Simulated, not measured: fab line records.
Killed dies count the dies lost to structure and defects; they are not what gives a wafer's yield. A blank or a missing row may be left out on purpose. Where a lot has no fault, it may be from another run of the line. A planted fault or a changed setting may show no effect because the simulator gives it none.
Which of the tools did it? ; flow nand_harc ; 18 wafers from 6 lots sampled at 3 of the route's 1302 steps

WHAT EACH GAUGE READ, for each wafer
NHARC_A_CONTACT_CD_MEAS_15.
lot;measured;on;cd_nm (nm)
L724;day 23 00:34;cd_sem-01;190.6 191.3 190.7
L727;day 23 18:05;cd_sem-03;189.6 190.0 189.5
L735;day 27 07:53;cd_sem-03;190.2 189.2 189.7
L740;day 29 05:48;cd_sem-02;190.3 190.6 189.9
L742;day 30 08:59;cd_sem-02;190.2 189.2 188.5
L745;day 31 12:25;cd_sem-01;190.8 190.1 191.0

WHICH TOOL RAN EACH LOT (tool, then ch and the chambers of the sampled wafers, then the start)
lot;NHARC_A_CONTACT_DESCUM_13;NHARC_A_CONTACT_ETCH_135
L724;rie_diel-05 ch 0,2,3, day 22 21:16;har_cap_etch-02 ch 0,1, day 22 22:40
L727;rie_diel-05 ch 1,3, day 23 14:52;har_cap_etch-02 ch 1, day 23 16:12
L735;rie_diel-10 ch 0,1,3, day 27 04:41;har_cap_etch-03 ch 0,1, day 27 06:01
L740;rie_diel-05 ch 0,1,2, day 29 02:37;har_cap_etch-01 ch 0,1, day 29 03:56
L742;rie_diel-01 ch 0,2, day 30 05:10;har_cap_etch-03 ch 0,1, day 30 07:08
L745;rie_diel-05 ch 0,1, day 31 09:13;har_cap_etch-01 ch 0, day 31 10:35
- NHARC_A_CONTACT_DESCUM_13: chemistry O2, time 3 s.
- NHARC_A_CONTACT_ETCH_135: etches the open film in C4F8/O2/Ar, time 311 s, target depth 1912 nm.

THE ANSWER, worked out from the rows above alone
Rule: the usual values come from the lots themselves. The widest of any qualifying gaps counts: lots, ordered by their means at a reading, are off when they make up no more than a third of the lots, leave a main group of 4 or more, and stand apart from it by 3 or more times the standard deviation of that group's means. Not used: any main group whose means are identical at the precision the tables above print for the reading. Also off: a lot with no number at a reading for which 4 or more lots have one. All remaining lots with rows at the step are treated as sound.
None of the lots is off at any reading shown; this tells nothing.

WHAT THE SIMULATOR PUT IN
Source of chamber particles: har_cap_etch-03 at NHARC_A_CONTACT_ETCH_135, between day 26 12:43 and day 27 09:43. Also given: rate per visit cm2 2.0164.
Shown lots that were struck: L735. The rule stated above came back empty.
